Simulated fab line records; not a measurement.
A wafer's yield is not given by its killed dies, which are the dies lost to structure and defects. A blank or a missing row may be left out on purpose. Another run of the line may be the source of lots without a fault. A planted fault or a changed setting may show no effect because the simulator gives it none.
The tool behind it: which one?    flow n5_finfet    7 lots with 21 wafers sampled at 6 steps, on a route of 1938 steps

== WHAT THE GAUGES SHOWED, per wafer ==
N5_BEOL_M10_CD_MEAS_18: pitch 140 nm, target cd 70 nm.
lot   measured      on         cd_nm (nm)
L450  day 10 10:25  cd_sem-03  70.0 69.5 70.6
L456  day 11 08:07  cd_sem-01  70.5 70.4 69.8
L453  day 11 17:44  cd_sem-03  71.1 70.0 70.8
L459  day 12 16:20  cd_sem-02  69.9 70.7 70.7
L465  day 14 01:07  cd_sem-01  70.7 69.7 70.3
L467  day 14 22:26  cd_sem-02  - - -
L472  day 16 04:56  cd_sem-02  71.1 70.5 71.4

== EACH LOT AND THE TOOL THAT RAN IT (in order: tool; ch and the chambers of the sampled wafers; start) ==
lot   N5_BEOL_M9_SURFACE_TREAT_79   N5_BEOL_M9_ANNEAL_51              N5_BEOL_M10_HM_DEP_02         N5_BEOL_M10_ETCH_62                 N5_BEOL_M10_HM_OPEN_17
L450  pvd_sputter-03, day 10 06:38  rtp_anneal-01 ch 0, day 10 07:23  pvd_sputter-02, day 10 09:25  rie_diel-05 ch 1,2,3, day 10 10:02  rie_metal-01 ch 0,1, day 10 10:13
L456  pvd_sputter-03, day 11 03:22  rtp_anneal-02 ch 0, day 11 04:10  pvd_sputter-02, day 11 07:04  rie_diel-05 ch 1,2,3, day 11 07:44  rie_metal-03 ch 0,1, day 11 07:55
L453  pvd_sputter-01, day 11 11:56  rtp_anneal-02 ch 0, day 11 12:26  pvd_sputter-03, day 11 16:42  rie_diel-05 ch 0,2,3, day 11 17:22  rie_metal-03 ch 0,1, day 11 17:34
L459  pvd_sputter-03, day 12 11:38  rtp_anneal-01 ch 0, day 12 12:09  pvd_sputter-02, day 12 15:01  rie_diel-06 ch 0,3, day 12 15:58    rie_metal-03 ch 0,1, day 12 16:10
L465  pvd_sputter-01, day 13 20:56  rtp_anneal-01 ch 0, day 13 21:29  pvd_sputter-01, day 14 00:01  rie_diel-04 ch 0,1, day 14 00:45    rie_metal-01 ch 0,1, day 14 00:56
L467  pvd_sputter-01, day 14 16:20  rtp_anneal-01 ch 0, day 14 17:08  pvd_sputter-02, day 14 19:01  rie_diel-06 ch 0,1,2, day 14 22:03  rie_metal-03 ch 0,1, day 14 22:16
L472  pvd_sputter-01, day 15 23:40  rtp_anneal-01 ch 0, day 16 00:37  pvd_sputter-03, day 16 03:53  rie_diel-05 ch 2,3, day 16 04:31    rie_metal-03 ch 0,1, day 16 04:44
- N5_BEOL_M9_SURFACE_TREAT_79
- N5_BEOL_M9_ANNEAL_51: time 90 s.
- N5_BEOL_M10_HM_DEP_02: deposits TiN, target thk 20 nm.
- N5_BEOL_M10_ETCH_62: etches SOC in N2/H2, target depth 110 nm, overetch 22 nm, time 165 s.
- N5_BEOL_M10_HM_OPEN_17: chemistry Cl2/BCl3, target TiN, target depth 20 nm, overetch 6 nm.

== THE ANSWER, worked out from the rows above alone ==
Rule: the usual values come from the lots themselves. Put in order of their means at a reading, lots are off if they are a third of the lots or fewer, leave a main group of 4 or more, and stand apart from it by a gap of 3 or more times the standard deviation of the main group's means; of several such gaps the widest counts. The tables above print the reading to a certain number of digits; a main group whose means all agree to those digits is not used. A lot without any number at a reading at which 4 lots or more have one is off too. The other lots that the step has rows for count as sound.
Off at N5_BEOL_M10_CD_MEAS_18 (cd_nm): L467. Without a number there: L467. Main group: mean 70.4 nm, sd 0.32.
If a tool, at a process step before that reading, ran all the lots that are off and no sound lot after the first of them, it fits. Gauges at N5_BEOL_M10_CD_MEAS_18: tried the same way as those tools. 2 tools fit, pvd_sputter-02 at N5_BEOL_M10_HM_DEP_02 and rie_diel-06 at N5_BEOL_M10_ETCH_62, so this cannot tell which one it is.

== WHAT THE SIMULATOR HAD INSERTED ==
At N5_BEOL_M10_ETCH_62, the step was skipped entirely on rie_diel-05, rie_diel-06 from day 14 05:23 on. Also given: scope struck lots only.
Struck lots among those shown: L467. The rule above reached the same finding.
